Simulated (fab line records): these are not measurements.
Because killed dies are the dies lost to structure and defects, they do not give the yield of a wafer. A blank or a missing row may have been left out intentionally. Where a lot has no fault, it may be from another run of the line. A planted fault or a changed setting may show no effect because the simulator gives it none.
Problem report in the 8D (eight disciplines) form, filled by code / flow n5_finfet / the parts of the form that need people (team, actions taken, sign-off) are left out

== 1. WHAT WENT WRONG ==
Mean of trench_depth_nm at N5_BEOL_M7_OCD_MEAS_38: 101.7 nm across 2 wafers in 2 lots; on wafers with no fault it is 93.2 nm (standard deviation 1.9). That puts it +4.4 standard deviations away from the usual mean.
Earliest sighting: wafer L432.4 on ocd-02 at day 13 12:32. Wafers with a number at this step in the record: 27, from 9 lots. Rule for "out", or "out of limits": more than 4 standard deviations from the usual mean. The rest of the wafers with a number are treated as sound.

== 2. WHAT IT IS; WHAT IT IS NOT ==
question=which readings at this step | is=trench_depth_nm | is not=-
question=which lots | is=L432, L433 | is not=L418, L422, L424, L427, L431, L439, L440
question=which wafers of those lots | is=L432.4, L433.4 | is not=L432.1, L432.3, L433.2, L433.3
question=read on which gauges | is=ocd-02 | is not=ocd-01
question=when | is=from day 13 12:32 | is not=up to then (14 sound wafers); but 11 sound wafers of L431, L433, L439, L440 came after

== 3. WHAT RULES OUT EACH SUSPECT ==
Counting: a tool at a process step up to the reading stays a suspect if it ran every lot that is out. Sound lots after the first of them don't rule it out here, since some wafers of a struck lot are sound.
- the gauge at N5_BEOL_M7_OCD_MEAS_38: ruled out. All the wafers that are out were read on ocd-02, but those of them that N5_BEOL_M7_TRENCH_ETCH_37 has rows for are out there too, on other tools.
- rie_diel-03 at N5_BEOL_M7_ETCH_72 (etches underlayer in N2/H2, target depth 6.5 nm, time 5.2 s): kept. It ran every lot that is out, first L432 (day 13 12:08); its last sound lot up to then is L427 (day 12 05:29).
- rie_diel-03 at N5_BEOL_M7_TRENCH_ETCH_37 (etches SiCOH lowk in C4F6/O2, target depth 93.478 nm, time 31.2 s): kept. It ran every lot that is out, first L432 (day 13 12:22); its last sound lot up to then is L427 (day 12 05:44). Out on those wafers are its own readings of bias_w, rf_vpp_V.
- rie_diel-03, N5_BEOL_M7_ETCH_72: wafers that are out in chamber 0, sound lot-mates in chambers 1, 2, 3.
- rie_diel-03, N5_BEOL_M7_TRENCH_ETCH_37: wafers that are out in chamber 0, sound lot-mates in chambers 1, 2, 3.
After counting, rie_diel-03 at N5_BEOL_M7_ETCH_72 and rie_diel-03 at N5_BEOL_M7_TRENCH_ETCH_37 remain.

== 4. THE CAUSE (what the simulator had put in) ==
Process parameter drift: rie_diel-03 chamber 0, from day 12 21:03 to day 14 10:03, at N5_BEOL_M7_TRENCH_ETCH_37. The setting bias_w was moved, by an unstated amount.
2 suspects survive the count, and this tool is in that group.

== 5. THE CHAIN OF EFFECTS, in route order ==
One row per reading whose mean, taken over the struck wafers that have a number, lies over 3 standard deviations from the usual. Scope: only readings with a usual standard deviation given in the record; hours: median across lots of the time from each lot's start at the first step in this table that gives one to its start at this step; sigmas: change in usual standard deviations.
hours=0; step=N5_BEOL_M7_TRENCH_ETCH_37; reading=bias_w; usual=185.0 W; on struck wafers=232.4; change=+47.4; sigmas=+85
hours=0; step=N5_BEOL_M7_TRENCH_ETCH_37; reading=rf_vpp_V; usual=664 V; on struck wafers=814; change=+150; sigmas=+11
hours=0; step=N5_BEOL_M7_OCD_MEAS_38; reading=trench_depth_nm; usual=93.2 nm; on struck wafers=101.7; change=+8.5; sigmas=+4.4
hours=3; step=N5_BEOL_M7_THK_MEAS_53; reading=M7_THK; usual=79.3 nm; on struck wafers=88.9; change=+9.6; sigmas=+4.2
hours=3; step=N5_BEOL_M7_RS_MEAS_57; reading=M7_RS; usual=0.288 ohm/sq; on struck wafers=0.252; change=-0.036; sigmas=-3.8
It contains these process steps:
- N5_BEOL_M7_TRENCH_ETCH_37: etches SiCOH lowk in C4F6/O2, target depth 93.478 nm, time 31.2 s.

== 6. HOW IT WOULD HAVE BEEN CAUGHT EARLIER ==
15 hours passed between the start of the fault at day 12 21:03 and the first reading out of limits at a measuring or inspecting step in this record, taken at day 13 12:32.
The tool's own readings at N5_BEOL_M7_TRENCH_ETCH_37 were out on every struck wafer that the step has a row for (bias_w, rf_vpp_V): an alarm limit on them would have fired on the first of those.
Among the 2 lots that are out, L433 began N5_BEOL_M7_TRENCH_ETCH_37 on rie_diel-03 after day 13 12:32. Holding the tool at that time would have saved it.
